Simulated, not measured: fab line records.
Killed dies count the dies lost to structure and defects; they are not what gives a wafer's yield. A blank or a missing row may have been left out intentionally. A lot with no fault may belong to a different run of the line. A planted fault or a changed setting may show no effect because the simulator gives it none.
Comparing a struck lot with a sound one :: flow nand harc :: 15 out of 1302 route steps
Sound: wafers L816.3, L816.4, L816.6. Struck: wafers L819.3, L819.5. (L819.6 of the same lot was not struck and is left out.) The cause comes at the end.
Order at every step that has rows: each side's tool, ch and its chambers, its first start. Under that, the readings that differ: sound wafers :: struck wafers :: difference of the means :: sigmas: that difference in standard deviations of wafers without a fault.
alike: a reading whose means differ by less than 2 such deviations, as well as words and numbers matching on both sides. not compared: withheld readings; readings where some wafer has no value; bounds like >300 that might hide an equal value; numbers whose values overlap and for which the record gives no deviation.
The two part at a step that has a row with sigmas, a row that says differs or no value, or rows on one side only. Non-overlapping numbers with no deviation appear without sigmas and do not part them. A reading missing from all wafers of one side parts the sides only when that side holds two or more wafers.

first, 7 steps without rows for these wafers: NHARC_A_BLC_COAT_03 (time 65 s); NHARC_A_BLC_COAT_04 (resist thk 90 nm); NHARC_A_BLC_SOFTBAKE_05 (time 55 s); NHARC_A_BLC_EBR_06; NHARC_A_BLC_EXPOSE_07 (exposes mask A BLC, target cd 100 nm); NHARC_A_BLC_PEB_08 (peb time 65 s); NHARC_A_BLC_DEVELOP_09 (develop time 35 s).
NHARC_A_BLC_CD_MEAS_10 targets a cd of 100 nm.
  sound on cd sem-01 ch 0, day 22 20:35; struck on cd sem-01 ch 0, day 23 21:01
reading: cd nm (nm)
sound: 99.8 99.7 99.8
struck: 101.6 101.1
difference: +1.6
sigmas: +2
NHARC_A_BLC_OVL_MEAS_11:
  sound on overlay-01, day 22 20:40; struck on overlay-01, day 23 21:07
  alike: overlay x nm, overlay y nm
NHARC_A_BLC_INSPECT_12:
  sound on defect inspect-01, day 22 20:43; struck on defect inspect-02, day 23 21:08
  alike: raw defect count
NHARC_A_BLC_DESCUM_15: chemistry O2, time 3 s.
  sound on rie diel-09 ch 0,1,3, day 22 20:47; struck on rie diel-11 ch 0,3, day 23 21:13
  alike: drypump motor current A, mfc ar sccm, oes product au, rf vpp V, showerhead plenum p Torr, throttle valve pct
  not compared: rf hours counter h
NHARC_A_BLC_ETCH_16: etches the open film in CF4, target depth 39 nm, time 65 s.
  sound on rie diel-09 ch 0,3, day 22 20:56; struck on rie diel-11 ch 0,2, day 23 21:19
  alike: drypump motor current A, mfc ar sccm, oes product au, rf vpp V, run length s, showerhead plenum p Torr, throttle valve pct
  not compared: rf hours counter h
NHARC_A_BLC_ETCH_17: etches the open film in N2/H2, target depth 390 nm, time 609.38 s.
  sound on rie diel-09 ch 0,1,3, day 22 21:02; struck on rie diel-11 ch 1,3, day 23 21:31
reading: rf vpp V (V)
sound: 429.8 434.4 432.8
struck: 428.9 424.5
difference: -5.6
sigmas: -2

reading: run length s (s)
sound: 631.4 630.0 629.9
struck: 614.8 613.8
difference: -16.1
sigmas: -30
  alike: drypump motor current A, mfc ar sccm, oes product au, showerhead plenum p Torr, throttle valve pct
  not compared: rf hours counter h
NHARC_A_BLC_ETCH_18: etches the open film in C4F8/O2/Ar, target depth 910 nm.
  sound on rie diel-09 ch 1,3; struck on rie diel-11 ch 1,3
  alike: oes product au, rf vpp V
  not compared: rf hours counter h
NHARC_END_SORT_01:
  at this point the record logs the struck wafers (prober-01 ch 0, day 25 16:41) and has no rows for the sound ones

## WHERE THEY PART
Last at NHARC_END_SORT_01 as far as this record goes, first at NHARC_A_BLC_CD_MEAS_10.

WHY: the cause the simulator had injected
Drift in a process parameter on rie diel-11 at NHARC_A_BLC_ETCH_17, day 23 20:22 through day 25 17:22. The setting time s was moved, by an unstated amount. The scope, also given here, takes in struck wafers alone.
